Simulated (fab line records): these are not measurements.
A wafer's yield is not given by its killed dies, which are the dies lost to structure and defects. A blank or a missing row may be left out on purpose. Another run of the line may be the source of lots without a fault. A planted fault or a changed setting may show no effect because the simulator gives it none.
fab line records	flow nand-harc
record lots=7	wafers=21	last-day=33
route steps=1302 shown A_SGD_CUT@910 A_SLIT@922
lots that met no fault: taken from a fault-free run of the same line
start-h: start of the lot's first displayed wafer, in hours after the record's first day	wait-h: how many hours have passed since the lot's step before this one	" repeats the value in the row above	L1.1+2: a row that stands for several wafers	- no value present, or no start provided	* or withheld: withheld	< > ~ a bound
route shown NAME@n: NAME is a module with steps in the file, n the number in the route of the first one	usual: mean/standard deviation taken from wafers without a fault	same: alike in all rows	chamber/n: place in a boat	sites: readings site by site	_std_site: standard deviation of those values	_edge_site: inner sites' mean taken away from outer sites' mean	radius-mm: how far each site lies from the wafer's centre	mask NAME#n: copy n	behind: tool/chamber where the wafer was last shaped	hold: why the lot was held/for how many hours/how that ended	device: whichever transistor did not switch (one of n, p or np)	end of line: at the end of the route, the tests of the same wafers	where a step has no rows: the recipe by itself	killed: not the wafer's yield, but the dies lost to structure and defects at the first sort	map: per-die view of a wafer (x killed, . not killed, _ where there is no die)
set.NAME: the setting as run; set.NAME@STEP: as run at that earlier step	model.NAME: the simulator's own value behind a step, which no gauge read
lots at some steps of the route; a table a step, a row a wafer
services: from which hour (start-h, from the record's first day; less than 0 if before it) a tool's chamber was out of use, for how many hours, and why
## steps
# step NHARC_A_SGD_CUT_STRIP_17
# recipe o2-flow-sccm=500	ar-flow-sccm=0	bias-w=0	chemistry=O2
# usual drypump-motor-current-A=5.7/0.34	oes-product-au=1.004/0.015	rf-vpp-V=57.7/0.81	showerhead-plenum-p-Torr=3.49/0.12	throttle-valve-pct=17.037/0.0093
# same bias-w=0
lot.wafer	tool	chamber	start-h	wait-h	drypump-motor-current-A	oes-product-au	rf-hours-counter-h	rf-vpp-V	showerhead-plenum-p-Torr	throttle-valve-pct
L183.4	rie-diel-05	2	-	-	5.6	1.000	3	58.0	3.65	17.035
L183.2	"	0	"	"	6.0	0.981	3	57.2	3.50	17.032
L183.3	"	1	"	"	6.0	0.992	3	58.6	3.48	17.051
L185.1	rie-diel-07	2	-	-	5.8	1.027	1	56.3	3.41	17.033
L185.2	"	3	"	"	5.8	1.005	1	57.2	3.31	17.036
L185.4	"	2	"	"	5.8	1.018	-	57.0	3.41	17.052
L186.3	rie-diel-04	3	-	-	6.4	1.024	9	58.1	3.50	17.055
L186.4	"	1	"	"	5.7	0.993	8	59.1	3.65	17.056
L186.6	"	3	"	"	6.4	1.014	-	58.8	3.50	17.045
L196.4	rie-diel-04	2	-	-	6.0	0.991	4	57.0	3.53	17.033
L196.6	"	3	"	"	6.4	1.013	-	57.4	3.49	17.028
L196.5	"	0	"	"	5.6	1.007	-	56.4	3.37	17.037
L198.2	rie-diel-07	3	-	-	5.8	1.010	12	57.9	3.30	17.036
L198.1	"	2	"	"	5.8	1.026	12	56.4	3.40	17.057
L198.6	"	3	"	"	5.8	1.026	-	56.9	3.30	17.029
L200.2	rie-diel-07	1	-	-	5.3	1.007	14	57.1	3.50	17.040
L200.5	"	0	"	"	5.1	1.019	-	57.4	3.68	17.030
L200.6	"	1	"	"	5.3	0.997	-	58.7	3.50	17.052
L202.4	rie-diel-04	3	-	-	6.4	1.019	7	58.5	3.49	17.054
L202.2	"	1	"	"	5.7	0.994	7	57.0	3.65	17.036
L202.6	"	2	"	"	6.0	1.000	-	58.8	3.53	17.040
# step NHARC_A_SGD_CUT_PRECLEAN_18
# recipe time-s=*	temp-c=50	bath-age-min=0	chemistry=SC1
# step NHARC_A_SGD_CUT_SRD_19
# step NHARC_A_SGD_CUT_DEP_20
# recipe target-thk-a=1500	temp-c=65	material=SiO2
# step NHARC_A_SGD_CUT_ANNEAL_27
# recipe temp-c=450	time-s=1800
# step NHARC_A_SGD_CUT_CMP_21
# recipe target-thk-nm=148.19
# usual motor-current-A=11.9/1.2	pad-life-wafers=200/120	time-to-endpoint-s=52/4.6
lot.wafer	tool	chamber	start-h	wait-h	motor-current-A	pad-life-wafers	time-to-endpoint-s
L183.3	cmp-02	0	478.30	0.4	10.1	199	47
L183.2	"	1	"	"	14.0	200	51
L183.4	"	2	"	"	10.6	201	57
L185.2	cmp-02	2	500.97	0.4	10.5	300	56
L185.1	"	3	"	"	11.2	301	51
L185.4	"	0	"	"	9.9	302	44
L186.3	cmp-01	2	500.99	0.4	13.0	67	58
L186.4	"	0	"	"	13.2	69	49
L186.6	"	2	"	"	12.6	-	55
L196.4	cmp-01	2	616.19	0.4	12.7	200	60
L196.5	"	0	"	"	13.0	-	51
L196.6	"	1	"	"	14.0	-	55
L198.1	cmp-03	1	637.44	0.4	11.8	312	55
L198.2	"	0	"	"	11.1	315	53
L198.6	"	2	"	"	11.9	-	45
L200.2	cmp-03	0	650.62	0.4	11.5	367	56
L200.5	"	3	"	"	9.8	-	53
L200.6	"	0	"	"	11.2	-	57
L202.4	cmp-02	0	658.40	0.4	10.5	104	46
L202.2	"	1	"	"	14.0	105	51
L202.6	"	3	"	"	11.0	-	49
# step NHARC_A_SGD_CUT_THK_MEAS_22
# recipe thk-meas-gauge=ellipsometry
# usual thk-nm=148.3/1.6
lot.wafer	tool	chamber	start-h	wait-h	thk-nm
L183.2	film-metro-01	-	478.54	0.2	146.4
L183.3	"	-	"	"	148.7
L183.4	"	-	"	"	150.9
L185.1	film-metro-02	-	501.22	0.2	148.7
L185.2	"	-	"	"	146.7
L185.4	"	-	"	"	148.4
L186.3	film-metro-01	-	501.23	0.2	147.2
L186.4	"	-	"	"	148.5
L186.6	"	-	"	"	147.6
L196.4	film-metro-02	-	616.40	0.2	149.1
L196.5	"	-	"	"	146.6
L196.6	"	-	"	"	150.1
L198.1	film-metro-01	-	637.70	0.2	149.5
L198.2	"	-	"	"	149.1
L198.6	"	-	"	"	145.9
L200.2	film-metro-01	-	650.85	0.2	151.0
L200.5	"	-	"	"	148.6
L200.6	"	-	"	"	150.4
L202.2	film-metro-02	-	658.60	0.2	149.5
L202.4	"	-	"	"	147.3
L202.6	"	-	"	"	148.5
# step NHARC_A_SGD_CUT_SRD_23
# step NHARC_A_SGD_CUT_ETCH_26
# recipe target-depth-a=458	chemistry=dHF	material=SiO2
# step NHARC_A_SGD_CUT_ETCHBACK_24
# recipe target-depth-a=500	over-etch-frac=0.3	time-s=92.857	ion-energy-ev=120	ch3f-flow-sccm=50	o2-flow-sccm=30	ar-flow-sccm=200	rf-w=500	bias-w=100	chemistry=CH3F/O2
# usual bias-w=99.99/0.29	drypump-motor-current-A=5.8/0.34	oes-product-au=0.98/0.038	rf-vpp-V=244.2/1.5	showerhead-plenum-p-Torr=2.44/0.081	throttle-valve-pct=20.663/0.0086
lot.wafer	tool	chamber	start-h	wait-h	bias-w	drypump-motor-current-A	oes-product-au	rf-hours-counter-h	rf-vpp-V	showerhead-plenum-p-Torr	throttle-valve-pct
L183.3	rie-diel-05	0	478.76	0.1	100.24	6.0	0.92	3	244.5	2.44	20.664
L183.4	"	1	"	"	100.02	6.0	0.93	3	244.8	2.43	20.650
L183.2	"	3	"	"	100.17	5.5	0.94	3	240.9	2.29	20.674
L185.4	rie-diel-05	0	501.45	0.1	99.51	6.0	0.98	4	243.9	2.44	20.671
L185.1	"	1	"	"	100.21	6.0	1.00	4	245.0	2.43	20.650
L185.2	"	2	"	"	99.79	5.6	0.99	5	244.9	2.54	20.664
L186.3	rie-diel-04	2	501.46	0.2	99.98	5.9	0.92	10	244.2	2.46	20.676
L186.4	"	0	"	"	99.70	5.6	0.92	9	243.6	2.34	20.657
L186.6	"	2	"	"	100.57	5.9	0.92	-	243.2	2.46	20.665
L196.4	rie-diel-07	3	616.67	0.2	99.74	5.8	1.02	-	243.1	2.30	20.659
L196.5	"	0	"	"	99.95	5.1	1.04	-	247.1	2.57	20.658
L196.6	"	1	"	"	99.81	5.3	1.01	-	245.3	2.44	20.673
L198.1	rie-diel-07	2	637.95	0.2	100.33	5.8	0.95	12	243.3	2.36	20.668
L198.2	"	3	"	"	99.55	5.8	0.95	13	242.8	2.30	20.664
L198.6	"	0	"	"	99.95	5.1	0.94	-	246.2	2.57	20.679
L200.2	rie-diel-05	2	651.08	0.1	99.77	5.6	1.01	3	246.2	2.54	20.676
L200.5	"	0	"	"	99.74	6.0	0.99	-	243.2	2.44	20.679
L200.6	"	1	"	"	99.75	5.9	0.98	-	243.9	2.42	20.669
L202.2	rie-diel-07	0	658.83	0.2	99.49	5.0	0.99	0	247.1	2.57	20.662
L202.4	"	3	"	"	100.82	5.8	1.03	0	240.0	2.30	20.659
L202.6	"	0	"	"	100.15	5.0	1.00	-	246.5	2.57	20.654
# step NHARC_A_SGD_CUT_STRIP_28
# recipe time-s=20	o2-flow-sccm=500	ar-flow-sccm=0	bias-w=0	chemistry=O2
# usual drypump-motor-current-A=5.8/0.36	oes-product-au=1.003/0.015	rf-vpp-V=57.7/0.82	showerhead-plenum-p-Torr=3.49/0.11	throttle-valve-pct=17.035/0.0093
# same bias-w=0
lot.wafer	tool	chamber	start-h	wait-h	drypump-motor-current-A	oes-product-au	rf-hours-counter-h	rf-vpp-V	showerhead-plenum-p-Torr	throttle-valve-pct
L183.2	rie-diel-05	3	-	-	5.4	0.991	3	57.0	3.30	17.031
L183.3	"	1	"	"	6.0	0.996	3	57.3	3.48	17.050
L183.4	"	2	"	"	5.6	0.992	3	57.0	3.65	17.038
L186.3	rie-diel-04	3	-	-	6.4	1.017	10	58.7	3.50	17.023
L186.4	"	1	"	"	5.7	0.999	9	58.3	3.65	17.056
L186.6	"	2	"	"	5.9	0.987	-	57.2	3.53	17.012
L185.1	rie-diel-05	3	-	-	5.5	0.995	4	57.2	3.30	17.038
L185.2	"	0	"	"	6.0	0.980	4	58.2	3.50	17.032
L185.4	"	2	"	"	5.6	0.989	5	57.4	3.65	17.027
L196.5	rie-diel-07	3	616.80	0.1	5.8	1.023	-	57.5	3.31	17.034
L196.6	"	0	"	"	5.1	1.028	-	57.3	3.68	17.046
L196.4	"	1	"	"	5.3	0.994	-	57.8	3.50	17.051
L198.1	rie-diel-07	0	-	-	5.1	1.013	13	57.8	3.68	17.037
L198.2	"	2	"	"	5.7	1.018	12	56.3	3.40	17.038
L198.6	"	1	"	"	5.3	0.989	-	58.8	3.50	17.032
L200.2	rie-diel-05	1	651.26	0.2	6.0	0.972	3	58.3	3.48	17.049
L200.5	"	2	"	"	5.6	1.003	-	58.6	3.64	17.044
L200.6	"	0	"	"	6.0	0.992	-	57.6	3.50	17.020
L202.2	rie-diel-07	2	-	-	5.8	1.033	0	58.5	3.40	17.034
L202.4	"	3	"	"	5.8	1.033	0	56.4	3.30	17.025
L202.6	"	1	"	"	5.3	1.023	-	58.0	3.50	17.028
# step NHARC_A_SGD_CUT_INSPECT_25
# usual raw-defect-count=360/77
lot.wafer	tool	chamber	start-h	wait-h	raw-defect-count
L183.2	defect-inspect-02	-	479.00	-	407
L183.3	"	-	"	"	324
L183.4	"	-	"	"	253
L186.3	defect-inspect-02	-	501.69	-	277
L186.4	"	-	"	"	306
L186.6	"	-	"	"	316
L185.1	defect-inspect-01	-	501.70	-	382
L185.2	"	-	"	"	475
L185.4	"	-	"	"	391
L196.4	defect-inspect-02	-	616.89	-	344
L196.5	"	-	"	"	385
L196.6	"	-	"	"	331
L198.1	defect-inspect-01	-	638.16	-	332
L198.2	"	-	"	"	412
L198.6	"	-	"	"	333
L200.2	defect-inspect-01	-	651.37	-	402
L200.5	"	-	"	"	329
L200.6	"	-	"	"	386
L202.2	defect-inspect-02	-	659.07	-	340
L202.4	"	-	"	"	315
L202.6	"	-	"	"	360
# step NHARC_A_SLIT_DEP_25
# recipe target-thk-a=2000	temp-c=400	pressure-torr=6.5	rf-w=900	teos-flow-sccm=161.4	flow-sccm=2650	target-thk-nm=200	gas=O2	material=SiO2
# usual chamber-pressure-Torr=6.499/0.014	heater-power-outer-w=301/59	heater-power-w=561/95	throttle-valve-pct=16.3/0.49
lot.wafer	tool	chamber	start-h	wait-h	chamber-pressure-Torr	heater-power-outer-w	heater-power-w	throttle-valve-pct
L183.3	pecvd-01	0	479.07	0.1	-	-	-	-
L183.2	"	2	"	"	-	-	-	-
L183.4	"	0	"	"	-	-	-	-
L185.2	pecvd-04	0	501.81	0.1	-	-	-	-
L185.1	"	1	"	"	-	-	-	-
L185.4	"	2	"	"	-	-	-	-
L186.3	pecvd-02	2	501.83	0.1	-	-	-	-
L186.6	"	0	"	"	-	-	-	-
L186.4	"	2	"	"	-	-	-	-
L196.4	pecvd-01	1	617.29	0.4	6.511	241	466	16.3
L196.6	"	2	"	"	6.490	334	661	16.2
L196.5	"	0	"	"	6.515	295	532	16.0
L198.1	pecvd-02	1	638.34	0.2	6.487	216	445	15.3
L198.2	"	2	"	"	6.483	300	573	16.8
L198.6	"	0	"	"	6.507	358	605	16.5
L200.2	pecvd-04	1	651.45	0.1	6.496	358	599	16.3
L200.5	"	1	"	"	6.496	379	608	16.4
L200.6	"	2	"	"	6.493	280	479	15.8
L202.2	pecvd-01	1	659.21	0.1	6.494	188	394	16.5
L202.6	"	0	"	"	6.495	285	529	15.9
L202.4	"	1	"	"	6.509	196	398	16.5
# step NHARC_A_SLIT_DEP_00
# recipe target-thk-a=62000	temp-c=400	material=aC
# usual susceptor-temp-C=400.03/0.21	throttle-valve-pct=34.999/0.01
lot.wafer	tool	chamber	start-h	wait-h	susceptor-temp-C	throttle-valve-pct
L183.2	acl-dep-02	0	480.04	0.9	400.45	35.011
L183.3	"	0	"	"	400.06	35.026
L183.4	"	0	"	"	400.17	34.994
L185.1	acl-dep-01	0	502.99	1.1	400.18	34.985
L185.2	"	0	"	"	400.22	35.012
L185.4	"	0	504.90	3.0	400.03	35.015
L186.3	acl-dep-03	0	504.24	2.4	399.82	35.018
L186.4	"	0	"	"	399.88	35.005
L186.6	"	0	506.17	4.3	400.22	35.008
L196.4	acl-dep-01	0	619.42	-	399.80	35.008
L196.5	"	0	"	"	400.07	35.020
L196.6	"	0	"	"	399.81	35.012
L198.1	acl-dep-03	0	638.68	-	-	35.003
L198.2	"	0	"	"	-	34.997
L198.6	"	0	641.77	-	-	35.007
L200.2	acl-dep-02	0	652.63	-	-	34.987
L200.5	"	0	654.47	-	-	34.989
L200.6	"	0	"	"	-	35.003
L202.2	acl-dep-03	0	661.72	-	-	34.983
L202.4	"	0	662.96	-	-	35.001
L202.6	"	0	664.21	-	-	34.987
## services
tool	chamber	start-h	hours	kind
rie-diel-07	-	471.41	9.0	pm
cmp-02	-	471.82	0.6	repair
pecvd-01	-	482.79	0.5	repair
acl-dep-03	-	483.09	13.0	pm
pecvd-01	-	494.35	13.0	pm
rie-diel-07	0	495.10	5.3	repair
cmp-02	-	497.07	1.1	repair
rie-diel-05	3	508.87	6.4	repair
rie-diel-07	-	514.60	0.6	repair
rie-diel-04	0	515.16	2.3	repair
rie-diel-05	0	524.36	6.7	repair
cmp-02	-	526.50	4.0	pm
rie-diel-04	-	531.90	9.0	pm
cmp-02	-	550.25	0.6	repair
pecvd-01	-	557.62	0.6	repair
rie-diel-04	-	562.52	0.2	repair
rie-diel-05	2	570.26	6.1	repair
cmp-02	-	578.27	49.2	repair
rie-diel-05	-	583.73	9.0	pm
pecvd-01	-	592.34	0.9	repair
rie-diel-07	2	610.49	10.9	repair
rie-diel-04	2	634.84	13.5	repair
rie-diel-07	-	648.41	9.0	pm
rie-diel-05	3	649.22	3.5	repair
## key
first-sign step=NHARC_A_SLIT_DEP_25	reading=tool-record	direction=missing
effect none on later readings
met-at NHARC_A_SLIT_DEP_25
struck-wafers L183.2,L183.3,L183.4,L185.1,L185.2,L185.4,L186.3,L186.4,L186.6
later-rows-left-out L183.2,L183.3,L183.4,L185.1,L185.2,L185.4,L186.3,L186.4,L186.6
sort-left-out L183.2,L183.3,L183.4,L185.1,L185.2,L185.4,L186.3,L186.4,L186.6
tester-left-out L183,L185,L186
fault kind=skipped-step-whole	tool=pecvd-01,pecvd-02,pecvd-04	chamber=-	onset-h=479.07	steps=NHARC_A_SLIT_DEP_25	scope=struck-lots-only
# tester-left-out: of these lots the tester's yield and bins aren't shown, on N5 and GAA mostly nor the transistor test; their killed dies are dies lost to structure and defects alone, not to doping, threshold or leakage, so they don't give the yield
# sort-left-out: the simulated sort isn't trusted on such a fault, so these wafers' sort isn't shown, and their yield isn't known
# later-rows-left-out: the simulator's readings of these wafers behind a module that went badly wrong aren't trusted and aren't shown, but for the sort
